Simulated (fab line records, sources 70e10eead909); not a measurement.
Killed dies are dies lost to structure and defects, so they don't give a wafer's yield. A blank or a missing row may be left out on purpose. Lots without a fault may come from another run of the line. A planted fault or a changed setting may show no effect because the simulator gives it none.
Chamber matching | flow nand_harc | NHARC_A_STAIRCASE_ALD_420 on ald_hk-04: 4 sister chambers
The step deposits SiO2, target thk 20 nm, pulse time 6 s, ald cycles 200. 16 wafers are shown with their chamber, then 8 later ones without.

WAFERS WITH THEIR CHAMBER
wafer  | chamber | heater_power_w (W) | precursor_pulse_height_rel
L077.1 | 3       | 425                | 0.988
L077.5 | 0       | 488                | 0.996
L077.6 | 3       | 424                | 0.997
L078.1 | 3       | 409                | 0.963
L078.4 | 0       | 489                | 1.004
L078.6 | 2       | 461                | 0.985
L083.2 | 1       | 533                | 0.967
L083.4 | 0       | 483                | 0.990
L083.6 | 2       | 451                | 0.987
L085.3 | 3       | 446                | 0.981
L085.4 | 1       | 556                | 1.031
L085.6 | 3       | 444                | 0.996
L089.3 | 1       | 546                | 0.993
L089.4 | 0       | 499                | 0.989
L089.5 | 2       | 448                | 1.037
L090.1 | 1       | 549                | 1.026

SIGNATURES (means of the wafers above)
reading                    | chamber 0 | chamber 1 | chamber 2 | chamber 3 | scatter within a chamber
heater_power_w             | 489.75    | 546.00    | 453.33    | 429.60    | 11
precursor_pulse_height_rel | 0.99475   | 1.00425   | 1.00300   | 0.98500   | 0.0211
Rule: a wafer's distance from a chamber is the root of the sum, over the readings, of the square of ((its reading less the chamber's mean) divided by the reading's scatter). The wafer belongs to the nearest chamber; if the next one is less than 2 further off, it can't be placed. The scatter: the root of (the sum of the squares of (reading less its chamber's mean) over the shown wafers, divided by (wafers less chambers)).

WAFERS WITHOUT THEIR CHAMBER
wafer  | heater_power_w (W) | precursor_pulse_height_rel
L090.5 | 479                | 0.971
L090.6 | 433                | 1.000
L092.2 | 550                | 0.987
L092.3 | 455                | 1.023
L092.5 | 441                | 1.018
L094.2 | 538                | 1.001
L094.5 | 431                | 1.010
L094.6 | 461                | 1.005

WHICH CHAMBER EACH WENT THROUGH
wafer  | from the rows above     | in truth
L090.5 | can't be placed: 0 or 2 | 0
L090.6 | can't be placed: 3 or 2 | 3
L092.2 | 1                       | 1
L092.3 | can't be placed: 2 or 3 | 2
L092.5 | can't be placed: 2 or 3 | 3
L094.2 | 1                       | 1
L094.5 | can't be placed: 3 or 2 | 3
L094.6 | can't be placed: 2 or 0 | 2
Placed correctly: 2 of 8. Can't be placed from these rows: 6 (the true chamber is among the candidates in 6). Placed wrongly: 0.
